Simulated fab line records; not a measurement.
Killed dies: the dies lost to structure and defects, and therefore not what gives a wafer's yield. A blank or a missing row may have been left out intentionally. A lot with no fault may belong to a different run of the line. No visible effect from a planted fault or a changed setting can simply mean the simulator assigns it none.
fab line records || flow nandHarc
record: {"lots": 6, "wafers": 18, "lastDay": 33}
route steps=1302 shown P_GATE@205 P_CONTACT@217
lots that met no fault: taken from a fault-free run of the same line
startH: start of the lot's first displayed wafer, in hours after the record's first day || waitH: hours since the lot's step before || " unchanged from the row above || L1.1+2: one row covering several wafers at once || - either no value or no given start || * or withheld: withheld || < > ~ a bound
route shown NAME@n: names a module that has steps shown in the file, with the first one's number in the route || usual: mean and standard deviation over wafers with no fault || same: alike in all rows || chamber/n: place in a boat || sites: per-site readings || _std_site: standard deviation of those values || _edge_site: inner sites' mean taken away from outer sites' mean || radiusMm: for every site, how far away it sits from the centre of the wafer || mask NAME#n: copy n || behind: the most recent tool/chamber to have shaped the wafer || hold: cause of the lot's hold/its duration in hours/its outcome || device: whichever transistor did not switch (one of n, p or np) || end of line: at the end of the route, the tests of the same wafers || for a step that has no rows: nothing shown but its recipe || killed: dies lost to structure and defects at the first sort, not the wafer's yield || map: shows each die of a wafer: x if killed, . if not, _ if none is there
set.NAME: the setting the step ran with; set.NAME@STEP: the setting that earlier step ran with || model.NAME: the simulator's own value behind a step, which no gauge read
certain route steps with their lots: each step a table, each wafer a row
services: from which hour (startH, from the record's first day; less than 0 if before it) a tool's chamber was out of use, for how many hours, and why
== steps ==
step: NHARC_P_GATE_STRIP_95
recipe: {"powerW": 1500, "tempC": 250, "chemistry": "O2"}
usual: {"drypumpMotorCurrentA": "5.70/0.17", "heaterPowerW": "358/24"}
{"lot.wafer": "L255.1", "tool": "plasmaAsher-01", "chamber": 0, "startH": 135.26, "waitH": 0.6, "drypumpMotorCurrentA": 5.78, "heaterPowerW": 340, "rfHoursCounterH": 30}
{"lot.wafer": "L255.2", "tool": "plasmaAsher-01", "chamber": 1, "startH": 135.26, "waitH": 0.6, "drypumpMotorCurrentA": 5.57, "heaterPowerW": 333, "rfHoursCounterH": 30}
{"lot.wafer": "L255.4", "tool": "plasmaAsher-01", "chamber": 0, "startH": 135.26, "waitH": 0.6, "drypumpMotorCurrentA": 5.78, "heaterPowerW": 347, "rfHoursCounterH": "-"}
{"lot.wafer": "L261.2", "tool": "plasmaAsher-02", "chamber": 0, "startH": 191.05, "waitH": 0.5, "drypumpMotorCurrentA": 5.53, "heaterPowerW": 352, "rfHoursCounterH": 23}
{"lot.wafer": "L261.3", "tool": "plasmaAsher-02", "chamber": 1, "startH": 191.05, "waitH": 0.5, "drypumpMotorCurrentA": 5.95, "heaterPowerW": 395, "rfHoursCounterH": "-"}
{"lot.wafer": "L261.6", "tool": "plasmaAsher-02", "chamber": 0, "startH": 191.05, "waitH": 0.5, "drypumpMotorCurrentA": 5.55, "heaterPowerW": 339, "rfHoursCounterH": "-"}
{"lot.wafer": "L262.1", "tool": "plasmaAsher-01", "chamber": 1, "startH": 205.85, "waitH": 0.6, "drypumpMotorCurrentA": 5.53, "heaterPowerW": 352, "rfHoursCounterH": 6}
{"lot.wafer": "L262.2", "tool": "plasmaAsher-01", "chamber": 0, "startH": 205.85, "waitH": 0.6, "drypumpMotorCurrentA": 5.77, "heaterPowerW": 343, "rfHoursCounterH": 6}
{"lot.wafer": "L262.3", "tool": "plasmaAsher-01", "chamber": 1, "startH": 205.85, "waitH": 0.6, "drypumpMotorCurrentA": 5.52, "heaterPowerW": 363, "rfHoursCounterH": "-"}
{"lot.wafer": "L267.2", "tool": "plasmaAsher-01", "chamber": 0, "startH": 257.48, "waitH": 0.6, "drypumpMotorCurrentA": 5.78, "heaterPowerW": 337, "rfHoursCounterH": 19}
{"lot.wafer": "L267.4", "tool": "plasmaAsher-01", "chamber": 1, "startH": 257.48, "waitH": 0.6, "drypumpMotorCurrentA": 5.58, "heaterPowerW": 362, "rfHoursCounterH": "-"}
{"lot.wafer": "L267.6", "tool": "plasmaAsher-01", "chamber": 1, "startH": 257.48, "waitH": 0.6, "drypumpMotorCurrentA": 5.57, "heaterPowerW": 366, "rfHoursCounterH": "-"}
{"lot.wafer": "L272.2", "tool": "plasmaAsher-01", "chamber": 1, "startH": 309.36, "waitH": 0.6, "drypumpMotorCurrentA": 5.57, "heaterPowerW": 359, "rfHoursCounterH": 29}
{"lot.wafer": "L272.4", "tool": "plasmaAsher-01", "chamber": 1, "startH": 309.36, "waitH": 0.6, "drypumpMotorCurrentA": 5.58, "heaterPowerW": 361, "rfHoursCounterH": "-"}
{"lot.wafer": "L272.3", "tool": "plasmaAsher-01", "chamber": 0, "startH": 309.36, "waitH": 0.6, "drypumpMotorCurrentA": 5.76, "heaterPowerW": 346, "rfHoursCounterH": "-"}
{"lot.wafer": "L273.2", "tool": "plasmaAsher-02", "chamber": 1, "startH": 318.69, "waitH": 0.6, "drypumpMotorCurrentA": 5.99, "heaterPowerW": 376, "rfHoursCounterH": 12}
{"lot.wafer": "L273.4", "tool": "plasmaAsher-02", "chamber": 0, "startH": 318.69, "waitH": 0.6, "drypumpMotorCurrentA": 5.53, "heaterPowerW": 344, "rfHoursCounterH": "-"}
{"lot.wafer": "L273.5", "tool": "plasmaAsher-02", "chamber": 0, "startH": 318.69, "waitH": 0.6, "drypumpMotorCurrentA": 5.54, "heaterPowerW": 345, "rfHoursCounterH": "-"}
step: NHARC_P_GATE_STRIP_96
recipe: {"timeS": 900, "tempC": 130, "chemistry": "SPM"}
step: NHARC_P_GATE_RTA_64
recipe: {"tempC": 1050, "timeS": 1}
usual: {"annealTempCMax": "1054.8/1", "lampPowerPct": "36.5/1.4", "wafer_temp_C_max": "1055.1/1.2"}
{"lot.wafer": "L255.1", "tool": "rtpAnneal-02", "chamber": 0, "startH": 135.87, "waitH": "-", "annealTempCMax": 1055.0, "lampPowerPct": 37.6, "wafer_temp_C_max": 1053.0}
{"lot.wafer": "L255.2", "tool": "rtpAnneal-02", "chamber": 0, "startH": 135.87, "waitH": "-", "annealTempCMax": 1055.9, "lampPowerPct": 37.7, "wafer_temp_C_max": 1054.1}
{"lot.wafer": "L255.4", "tool": "rtpAnneal-02", "chamber": 0, "startH": 135.87, "waitH": "-", "annealTempCMax": 1056.4, "lampPowerPct": 37.6, "wafer_temp_C_max": 1055.0}
{"lot.wafer": "L261.2", "tool": "rtpAnneal-01", "chamber": 0, "startH": 191.65, "waitH": "-", "annealTempCMax": 1055.2, "lampPowerPct": 34.8, "wafer_temp_C_max": 1055.0}
{"lot.wafer": "L261.3", "tool": "rtpAnneal-01", "chamber": 0, "startH": 191.65, "waitH": "-", "annealTempCMax": 1053.6, "lampPowerPct": 34.7, "wafer_temp_C_max": 1056.8}
{"lot.wafer": "L261.6", "tool": "rtpAnneal-01", "chamber": 0, "startH": 191.65, "waitH": "-", "annealTempCMax": 1054.4, "lampPowerPct": 34.6, "wafer_temp_C_max": 1055.5}
{"lot.wafer": "L262.1", "tool": "rtpAnneal-01", "chamber": 0, "startH": 206.47, "waitH": "-", "annealTempCMax": 1054.6, "lampPowerPct": 34.7, "wafer_temp_C_max": 1055.2}
{"lot.wafer": "L262.2", "tool": "rtpAnneal-01", "chamber": 0, "startH": 206.47, "waitH": "-", "annealTempCMax": 1054.9, "lampPowerPct": 34.8, "wafer_temp_C_max": 1054.9}
{"lot.wafer": "L262.3", "tool": "rtpAnneal-01", "chamber": 0, "startH": 206.47, "waitH": "-", "annealTempCMax": 1053.6, "lampPowerPct": 34.7, "wafer_temp_C_max": 1055.7}
{"lot.wafer": "L267.2", "tool": "rtpAnneal-02", "chamber": 0, "startH": 258.07, "waitH": "-", "annealTempCMax": 1055.0, "lampPowerPct": 37.6, "wafer_temp_C_max": 1053.3}
{"lot.wafer": "L267.4", "tool": "rtpAnneal-02", "chamber": 0, "startH": 258.07, "waitH": "-", "annealTempCMax": 1054.5, "lampPowerPct": 37.6, "wafer_temp_C_max": 1054.2}
{"lot.wafer": "L267.6", "tool": "rtpAnneal-02", "chamber": 0, "startH": 258.07, "waitH": "-", "annealTempCMax": 1053.8, "lampPowerPct": 37.6, "wafer_temp_C_max": 1054.5}
{"lot.wafer": "L272.2", "tool": "rtpAnneal-02", "chamber": 0, "startH": 309.95, "waitH": "-", "annealTempCMax": 1056.0, "lampPowerPct": 37.7, "wafer_temp_C_max": 1054.2}
{"lot.wafer": "L272.3", "tool": "rtpAnneal-02", "chamber": 0, "startH": 309.95, "waitH": "-", "annealTempCMax": 1055.0, "lampPowerPct": 37.7, "wafer_temp_C_max": 1055.1}
{"lot.wafer": "L272.4", "tool": "rtpAnneal-02", "chamber": 0, "startH": 309.95, "waitH": "-", "annealTempCMax": 1055.8, "lampPowerPct": 37.7, "wafer_temp_C_max": 1054.8}
{"lot.wafer": "L273.2", "tool": "rtpAnneal-01", "chamber": 0, "startH": 319.28, "waitH": "-", "annealTempCMax": 1055.6, "lampPowerPct": 34.8, "wafer_temp_C_max": 1056.8}
{"lot.wafer": "L273.4", "tool": "rtpAnneal-01", "chamber": 0, "startH": 319.28, "waitH": "-", "annealTempCMax": 1055.7, "lampPowerPct": 34.8, "wafer_temp_C_max": 1055.3}
{"lot.wafer": "L273.5", "tool": "rtpAnneal-01", "chamber": 0, "startH": 319.28, "waitH": "-", "annealTempCMax": 1054.7, "lampPowerPct": 34.8, "wafer_temp_C_max": 1054.7}
step: NHARC_P_GATE_ETCH_77
recipe: {"targetDepthA": 60, "chemistry": "dHF", "material": "SiO2"}
step: NHARC_P_GATE_DEGAS_109
recipe: {"tempC": 300, "timeS": 60}
usual: {"heaterPowerW": "464/30"}
{"lot.wafer": "L255.2", "tool": "pvdSputter-01", "chamber": "-", "startH": 136.20, "waitH": 0.1, "heaterPowerW": 438}
{"lot.wafer": "L255.1", "tool": "pvdSputter-01", "chamber": "-", "startH": 136.20, "waitH": 0.1, "heaterPowerW": 429}
{"lot.wafer": "L255.4", "tool": "pvdSputter-01", "chamber": "-", "startH": 136.20, "waitH": 0.1, "heaterPowerW": 494}
{"lot.wafer": "L261.3", "tool": "pvdSputter-03", "chamber": "-", "startH": 191.92, "waitH": 0.1, "heaterPowerW": 526}
{"lot.wafer": "L261.2", "tool": "pvdSputter-03", "chamber": "-", "startH": 191.92, "waitH": 0.1, "heaterPowerW": 416}
{"lot.wafer": "L261.6", "tool": "pvdSputter-03", "chamber": "-", "startH": 191.92, "waitH": 0.1, "heaterPowerW": 500}
{"lot.wafer": "L262.3", "tool": "pvdSputter-02", "chamber": "-", "startH": 206.81, "waitH": 0.1, "heaterPowerW": 492}
{"lot.wafer": "L262.2", "tool": "pvdSputter-02", "chamber": "-", "startH": 206.81, "waitH": 0.1, "heaterPowerW": 503}
{"lot.wafer": "L262.1", "tool": "pvdSputter-02", "chamber": "-", "startH": 206.81, "waitH": 0.1, "heaterPowerW": 463}
{"lot.wafer": "L267.2", "tool": "pvdSputter-03", "chamber": "-", "startH": 258.34, "waitH": 0.1, "heaterPowerW": 504}
{"lot.wafer": "L267.4", "tool": "pvdSputter-03", "chamber": "-", "startH": 258.34, "waitH": 0.1, "heaterPowerW": 412}
{"lot.wafer": "L267.6", "tool": "pvdSputter-03", "chamber": "-", "startH": 258.34, "waitH": 0.1, "heaterPowerW": 523}
{"lot.wafer": "L272.4", "tool": "pvdSputter-01", "chamber": "-", "startH": 310.22, "waitH": 0.1, "heaterPowerW": 441}
{"lot.wafer": "L272.3", "tool": "pvdSputter-01", "chamber": "-", "startH": 310.22, "waitH": 0.1, "heaterPowerW": 439}
{"lot.wafer": "L272.2", "tool": "pvdSputter-01", "chamber": "-", "startH": 310.22, "waitH": 0.1, "heaterPowerW": 472}
{"lot.wafer": "L273.4", "tool": "pvdSputter-01", "chamber": "-", "startH": 319.57, "waitH": 0.1, "heaterPowerW": 483}
{"lot.wafer": "L273.2", "tool": "pvdSputter-01", "chamber": "-", "startH": 319.57, "waitH": 0.1, "heaterPowerW": 446}
{"lot.wafer": "L273.5", "tool": "pvdSputter-01", "chamber": "-", "startH": 319.57, "waitH": 0.1, "heaterPowerW": 437}
step: NHARC_P_GATE_PRE_CLEAN_110
recipe: {"timeS": 30, "biasV": 200, "gas": "Ar"}
step: NHARC_P_GATE_SPUTTER_78
recipe: {"targetThkA": 100, "material": "Ni"}
step: NHARC_P_GATE_SPUTTER_79
recipe: {"targetThkA": 100, "material": "TiN"}
step: NHARC_P_GATE_RTA_80
recipe: {"tempC": 300, "timeS": 30}
step: NHARC_P_GATE_STRIP_67
recipe: {"timeS": 600, "tempC": 130, "chemistry": "SPM"}
step: NHARC_P_GATE_RTA_82
recipe: {"tempC": 450, "timeS": 30}
usual: {"annealTempCMax": "452.0/0.42", "lampPowerPct": "4.27/0.17", "wafer_temp_C_max": "452.2/0.56"}
{"lot.wafer": "L255.1", "tool": "rtpAnneal-02", "chamber": 0, "startH": 137.06, "waitH": "-", "annealTempCMax": 451.9, "lampPowerPct": 4.42, "wafer_temp_C_max": 453.3}
{"lot.wafer": "L255.2", "tool": "rtpAnneal-02", "chamber": 0, "startH": 137.06, "waitH": "-", "annealTempCMax": 451.8, "lampPowerPct": 4.42, "wafer_temp_C_max": 451.7}
{"lot.wafer": "L255.4", "tool": "rtpAnneal-02", "chamber": 0, "startH": 137.06, "waitH": "-", "annealTempCMax": 452.0, "lampPowerPct": 4.42, "wafer_temp_C_max": 451.9}
{"lot.wafer": "L261.2", "tool": "rtpAnneal-02", "chamber": 0, "startH": 192.71, "waitH": "-", "annealTempCMax": 452.6, "lampPowerPct": 4.41, "wafer_temp_C_max": 451.7}
{"lot.wafer": "L261.3", "tool": "rtpAnneal-02", "chamber": 0, "startH": 192.71, "waitH": "-", "annealTempCMax": 452.1, "lampPowerPct": 4.41, "wafer_temp_C_max": 452.0}
{"lot.wafer": "L261.6", "tool": "rtpAnneal-02", "chamber": 0, "startH": 192.71, "waitH": "-", "annealTempCMax": 452.9, "lampPowerPct": 4.41, "wafer_temp_C_max": 452.2}
{"lot.wafer": "L262.1", "tool": "rtpAnneal-02", "chamber": 0, "startH": 207.64, "waitH": "-", "annealTempCMax": 452.1, "lampPowerPct": 4.42, "wafer_temp_C_max": 451.7}
{"lot.wafer": "L262.2", "tool": "rtpAnneal-02", "chamber": 0, "startH": 207.64, "waitH": "-", "annealTempCMax": 452.1, "lampPowerPct": 4.41, "wafer_temp_C_max": 452.4}
{"lot.wafer": "L262.3", "tool": "rtpAnneal-02", "chamber": 0, "startH": 207.64, "waitH": "-", "annealTempCMax": 451.6, "lampPowerPct": 4.41, "wafer_temp_C_max": 452.6}
{"lot.wafer": "L267.2", "tool": "rtpAnneal-01", "chamber": 0, "startH": 259.12, "waitH": "-", "annealTempCMax": 451.2, "lampPowerPct": 4.07, "wafer_temp_C_max": 452.9}
{"lot.wafer": "L267.4", "tool": "rtpAnneal-01", "chamber": 0, "startH": 259.12, "waitH": "-", "annealTempCMax": 452.1, "lampPowerPct": 4.07, "wafer_temp_C_max": 452.3}
{"lot.wafer": "L267.6", "tool": "rtpAnneal-01", "chamber": 0, "startH": 259.12, "waitH": "-", "annealTempCMax": 451.9, "lampPowerPct": 4.07, "wafer_temp_C_max": 452.8}
{"lot.wafer": "L272.2", "tool": "rtpAnneal-01", "chamber": 0, "startH": 311.03, "waitH": "-", "annealTempCMax": 452.0, "lampPowerPct": 4.07, "wafer_temp_C_max": 452.5}
{"lot.wafer": "L272.3", "tool": "rtpAnneal-01", "chamber": 0, "startH": 311.03, "waitH": "-", "annealTempCMax": 452.3, "lampPowerPct": 4.07, "wafer_temp_C_max": 452.3}
{"lot.wafer": "L272.4", "tool": "rtpAnneal-01", "chamber": 0, "startH": 311.03, "waitH": "-", "annealTempCMax": 451.6, "lampPowerPct": 4.07, "wafer_temp_C_max": 452.9}
{"lot.wafer": "L273.2", "tool": "rtpAnneal-01", "chamber": 0, "startH": 320.33, "waitH": "-", "annealTempCMax": 452.1, "lampPowerPct": 4.07, "wafer_temp_C_max": 452.6}
{"lot.wafer": "L273.4", "tool": "rtpAnneal-01", "chamber": 0, "startH": 320.33, "waitH": "-", "annealTempCMax": 451.9, "lampPowerPct": 4.07, "wafer_temp_C_max": 452.2}
{"lot.wafer": "L273.5", "tool": "rtpAnneal-01", "chamber": 0, "startH": 320.33, "waitH": "-", "annealTempCMax": 451.6, "lampPowerPct": 4.07, "wafer_temp_C_max": 452.0}
step: NHARC_P_GATE_INSPECT_68
usual: {"rawDefectCount": "195/68"}
{"lot.wafer": "L255.1", "tool": "defectInspect-01", "chamber": "-", "startH": 137.26, "waitH": 0.2, "rawDefectCount": 141}
{"lot.wafer": "L255.2", "tool": "defectInspect-01", "chamber": "-", "startH": 137.26, "waitH": 0.2, "rawDefectCount": 216}
{"lot.wafer": "L255.4", "tool": "defectInspect-01", "chamber": "-", "startH": 137.26, "waitH": 0.2, "rawDefectCount": 146}
{"lot.wafer": "L261.2", "tool": "defectInspect-02", "chamber": "-", "startH": 192.88, "waitH": 0.1, "rawDefectCount": 335}
{"lot.wafer": "L261.3", "tool": "defectInspect-02", "chamber": "-", "startH": 192.88, "waitH": 0.1, "rawDefectCount": 265}
{"lot.wafer": "L261.6", "tool": "defectInspect-02", "chamber": "-", "startH": 192.88, "waitH": 0.1, "rawDefectCount": 191}
{"lot.wafer": "L262.1", "tool": "defectInspect-02", "chamber": "-", "startH": 207.84, "waitH": 0.2, "rawDefectCount": 112}
{"lot.wafer": "L262.2", "tool": "defectInspect-02", "chamber": "-", "startH": 207.84, "waitH": 0.2, "rawDefectCount": 188}
{"lot.wafer": "L262.3", "tool": "defectInspect-02", "chamber": "-", "startH": 207.84, "waitH": 0.2, "rawDefectCount": 171}
{"lot.wafer": "L267.2", "tool": "defectInspect-02", "chamber": "-", "startH": 259.29, "waitH": 0.1, "rawDefectCount": 168}
{"lot.wafer": "L267.4", "tool": "defectInspect-02", "chamber": "-", "startH": 259.29, "waitH": 0.1, "rawDefectCount": 299}
{"lot.wafer": "L267.6", "tool": "defectInspect-02", "chamber": "-", "startH": 259.29, "waitH": 0.1, "rawDefectCount": 194}
{"lot.wafer": "L272.2", "tool": "defectInspect-01", "chamber": "-", "startH": 311.20, "waitH": 0.1, "rawDefectCount": 123}
{"lot.wafer": "L272.3", "tool": "defectInspect-01", "chamber": "-", "startH": 311.20, "waitH": 0.1, "rawDefectCount": 208}
{"lot.wafer": "L272.4", "tool": "defectInspect-01", "chamber": "-", "startH": 311.20, "waitH": 0.1, "rawDefectCount": 99}
{"lot.wafer": "L273.2", "tool": "defectInspect-01", "chamber": "-", "startH": 320.50, "waitH": 0.1, "rawDefectCount": 102}
{"lot.wafer": "L273.4", "tool": "defectInspect-01", "chamber": "-", "startH": 320.50, "waitH": 0.1, "rawDefectCount": 132}
{"lot.wafer": "L273.5", "tool": "defectInspect-01", "chamber": "-", "startH": 320.50, "waitH": 0.1, "rawDefectCount": 147}
step: NHARC_P_CONTACT_DEP_30
recipe: {"targetThkA": 300, "tempC": 400, "targetThkNm": 30, "flowSccm": 200, "rfW": 450, "material": "SiNx"}
usual: {"heaterPowerW": "711/71"}
{"lot.wafer": "L255.1", "tool": "pecvd-03", "chamber": 2, "startH": 137.37, "waitH": 0.1, "heaterPowerW": 729}
{"lot.wafer": "L255.2", "tool": "pecvd-03", "chamber": 0, "startH": 137.37, "waitH": 0.1, "heaterPowerW": 838}
{"lot.wafer": "L255.4", "tool": "pecvd-03", "chamber": 0, "startH": 137.37, "waitH": 0.1, "heaterPowerW": 800}
{"lot.wafer": "L261.3", "tool": "pecvd-01", "chamber": 2, "startH": 192.95, "waitH": 0.1, "heaterPowerW": 655}
{"lot.wafer": "L261.2", "tool": "pecvd-01", "chamber": 0, "startH": 192.95, "waitH": 0.1, "heaterPowerW": 615}
{"lot.wafer": "L261.6", "tool": "pecvd-01", "chamber": 1, "startH": 192.95, "waitH": 0.1, "heaterPowerW": 622}
{"lot.wafer": "L262.3", "tool": "pecvd-03", "chamber": 1, "startH": 207.90, "waitH": 0.1, "heaterPowerW": 669}
{"lot.wafer": "L262.2", "tool": "pecvd-03", "chamber": 2, "startH": 207.90, "waitH": 0.1, "heaterPowerW": 717}
{"lot.wafer": "L262.1", "tool": "pecvd-03", "chamber": 0, "startH": 207.90, "waitH": 0.1, "heaterPowerW": 809}
{"lot.wafer": "L262.3", "tool": "pecvd-03", "chamber": 1, "startH": 208.36, "waitH": "-", "heaterPowerW": 672}
{"lot.wafer": "L262.2", "tool": "pecvd-03", "chamber": 2, "startH": 208.36, "waitH": "-", "heaterPowerW": 736}
{"lot.wafer": "L262.1", "tool": "pecvd-03", "chamber": 0, "startH": 208.36, "waitH": "-", "heaterPowerW": 789}
{"lot.wafer": "L267.2", "tool": "pecvd-02", "chamber": 0, "startH": 259.40, "waitH": 0.1, "heaterPowerW": 744}
{"lot.wafer": "L267.4", "tool": "pecvd-02", "chamber": 2, "startH": 259.40, "waitH": 0.1, "heaterPowerW": 574}
{"lot.wafer": "L267.6", "tool": "pecvd-02", "chamber": 0, "startH": 259.40, "waitH": 0.1, "heaterPowerW": 734}
{"lot.wafer": "L272.2", "tool": "pecvd-03", "chamber": 2, "startH": 311.26, "waitH": 0.1, "heaterPowerW": 614}
{"lot.wafer": "L272.3", "tool": "pecvd-03", "chamber": 1, "startH": 311.26, "waitH": 0.1, "heaterPowerW": 733}
{"lot.wafer": "L272.4", "tool": "pecvd-03", "chamber": 1, "startH": 311.26, "waitH": 0.1, "heaterPowerW": 748}
{"lot.wafer": "L272.2", "tool": "pecvd-03", "chamber": 2, "startH": 311.73, "waitH": "-", "heaterPowerW": 603}
{"lot.wafer": "L272.3", "tool": "pecvd-03", "chamber": 1, "startH": 311.73, "waitH": "-", "heaterPowerW": 760}
{"lot.wafer": "L272.4", "tool": "pecvd-03", "chamber": 1, "startH": 311.73, "waitH": "-", "heaterPowerW": 761}
{"lot.wafer": "L273.2", "tool": "pecvd-02", "chamber": 0, "startH": 320.59, "waitH": 0.1, "heaterPowerW": 769}
{"lot.wafer": "L273.5", "tool": "pecvd-02", "chamber": 1, "startH": 320.59, "waitH": 0.1, "heaterPowerW": 736}
{"lot.wafer": "L273.4", "tool": "pecvd-02", "chamber": 2, "startH": 320.59, "waitH": 0.1, "heaterPowerW": 688}
step: NHARC_P_CONTACT_DEP_00
recipe: {"targetThkA": 5000, "tempC": 400, "pressureTorr": 6.5, "rfW": 900, "teosFlowSccm": 161.4, "flowSccm": 2650, "targetThkNm": 500, "gas": "O2", "material": "SiO2"}
usual: {"heaterPowerW": "554/78", "throttleValvePct": "16.0/0.43"}
{"lot.wafer": "L255.1", "tool": "pecvd-03", "chamber": 2, "startH": "-", "waitH": "-", "heaterPowerW": 555, "throttleValvePct": 15.6}
{"lot.wafer": "L255.2", "tool": "pecvd-03", "chamber": 0, "startH": "-", "waitH": "-", "heaterPowerW": 697, "throttleValvePct": 16.3}
{"lot.wafer": "L255.4", "tool": "pecvd-03", "chamber": 0, "startH": "-", "waitH": "-", "heaterPowerW": 528, "throttleValvePct": 16.5}
{"lot.wafer": "L261.3", "tool": "pecvd-01", "chamber": 2, "startH": "-", "waitH": "-", "heaterPowerW": 570, "throttleValvePct": 15.5}
{"lot.wafer": "L261.2", "tool": "pecvd-01", "chamber": 0, "startH": "-", "waitH": "-", "heaterPowerW": 463, "throttleValvePct": 16.1}
{"lot.wafer": "L261.6", "tool": "pecvd-01", "chamber": 1, "startH": "-", "waitH": "-", "heaterPowerW": 515, "throttleValvePct": 15.5}
{"lot.wafer": "L262.3", "tool": "pecvd-03", "chamber": 1, "startH": "-", "waitH": "-", "heaterPowerW": 604, "throttleValvePct": 15.8}
{"lot.wafer": "L262.2", "tool": "pecvd-03", "chamber": 2, "startH": "-", "waitH": "-", "heaterPowerW": 499, "throttleValvePct": 15.4}
{"lot.wafer": "L262.1", "tool": "pecvd-03", "chamber": 0, "startH": "-", "waitH": "-", "heaterPowerW": 716, "throttleValvePct": 16.2}
{"lot.wafer": "L267.2", "tool": "pecvd-02", "chamber": 0, "startH": "-", "waitH": "-", "heaterPowerW": 640, "throttleValvePct": 15.9}
{"lot.wafer": "L267.4", "tool": "pecvd-02", "chamber": 2, "startH": "-", "waitH": "-", "heaterPowerW": 530, "throttleValvePct": 16.5}
{"lot.wafer": "L267.6", "tool": "pecvd-02", "chamber": 0, "startH": "-", "waitH": "-", "heaterPowerW": 673, "throttleValvePct": 15.9}
{"lot.wafer": "L272.2", "tool": "pecvd-03", "chamber": 2, "startH": "-", "waitH": "-", "heaterPowerW": 499, "throttleValvePct": 15.9}
{"lot.wafer": "L272.3", "tool": "pecvd-03", "chamber": 1, "startH": "-", "waitH": "-", "heaterPowerW": 478, "throttleValvePct": 15.9}
{"lot.wafer": "L272.4", "tool": "pecvd-03", "chamber": 1, "startH": "-", "waitH": "-", "heaterPowerW": 526, "throttleValvePct": 16.3}
{"lot.wafer": "L273.2", "tool": "pecvd-02", "chamber": 0, "startH": "-", "waitH": "-", "heaterPowerW": 623, "throttleValvePct": 16.1}
{"lot.wafer": "L273.5", "tool": "pecvd-02", "chamber": 1, "startH": "-", "waitH": "-", "heaterPowerW": 551, "throttleValvePct": 16.1}
{"lot.wafer": "L273.4", "tool": "pecvd-02", "chamber": 2, "startH": "-", "waitH": "-", "heaterPowerW": 465, "throttleValvePct": 16.8}
== services ==
{"tool": "pecvd-01", "chamber": "-", "startH": 130.22, "hours": 13.0, "kind": "pm"}
{"tool": "pvdSputter-03", "chamber": "-", "startH": 135.98, "hours": 6.1, "kind": "repair"}
{"tool": "plasmaAsher-01", "chamber": "-", "startH": 165.18, "hours": 9.0, "kind": "pm"}
{"tool": "pvdSputter-03", "chamber": "-", "startH": 170.26, "hours": 10.0, "kind": "pm"}
{"tool": "pecvd-01", "chamber": 2, "startH": 173.07, "hours": 4.6, "kind": "repair"}
{"tool": "pecvd-03", "chamber": "-", "startH": 185.57, "hours": 13.0, "kind": "pm"}
{"tool": "pecvd-03", "chamber": 0, "startH": 185.57, "hours": 13.0, "kind": "ventCycle"}
{"tool": "pecvd-03", "chamber": 1, "startH": 185.57, "hours": 13.0, "kind": "ventCycle"}
{"tool": "pecvd-03", "chamber": 2, "startH": 185.57, "hours": 13.0, "kind": "ventCycle"}
{"tool": "plasmaAsher-01", "chamber": "-", "startH": 193.37, "hours": 1.1, "kind": "repair"}
{"tool": "pvdSputter-03", "chamber": "-", "startH": 204.12, "hours": 4.1, "kind": "repair"}
{"tool": "pecvd-02", "chamber": 2, "startH": 213.21, "hours": 6.0, "kind": "repair"}
{"tool": "pecvd-03", "chamber": "-", "startH": 221.15, "hours": 1.6, "kind": "repair"}
{"tool": "pvdSputter-02", "chamber": "-", "startH": 225.95, "hours": 10.9, "kind": "repair"}
{"tool": "pvdSputter-01", "chamber": "-", "startH": 226.08, "hours": 10.0, "kind": "pm"}
{"tool": "pecvd-02", "chamber": "-", "startH": 227.09, "hours": 13.0, "kind": "pm"}
{"tool": "plasmaAsher-02", "chamber": "-", "startH": 240.46, "hours": 0.3, "kind": "repair"}
{"tool": "pecvd-03", "chamber": 1, "startH": 247.46, "hours": 8.8, "kind": "repair"}
{"tool": "plasmaAsher-02", "chamber": "-", "startH": 249.32, "hours": 9.0, "kind": "pm"}
{"tool": "pecvd-01", "chamber": "-", "startH": 263.20, "hours": 0.7, "kind": "repair"}
{"tool": "pvdSputter-02", "chamber": "-", "startH": 282.45, "hours": 10.0, "kind": "pm"}
{"tool": "plasmaAsher-01", "chamber": "-", "startH": 286.73, "hours": 1.5, "kind": "repair"}
{"tool": "pecvd-01", "chamber": "-", "startH": 296.58, "hours": 1.5, "kind": "repair"}
{"tool": "pecvd-01", "chamber": "-", "startH": 311.22, "hours": 13.0, "kind": "pm"}
== key ==
firstSign: {"step": "NHARC_P_CONTACT_DEP_30", "reading": "visit", "direction": "added"}
effect none on later readings
metAt NHARC_P_CONTACT_DEP_30
struckWafers L262.1,L262.2,L262.3,L272.2,L272.3,L272.4
sortLeftOut L262.1,L262.2,L262.3,L272.2,L272.3,L272.4
testerLeftOut L262,L272
fault: {"kind": "repeatedStepWhole", "tool": "pecvd-01,pecvd-02,pecvd-03", "chamber": "-", "onsetH": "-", "steps": "NHARC_P_CONTACT_DEP_30", "times": 1, "scope": "struckLotsOnly"}
testerLeftOut: of these lots the tester's yield and bins aren't shown, on N5 and GAA mostly nor the transistor test; their killed dies are dies lost to structure and defects alone, not to doping, threshold or leakage, so they don't give the yield
sortLeftOut: the simulated sort isn't trusted on such a fault, so these wafers' sort isn't shown, and their yield isn't known
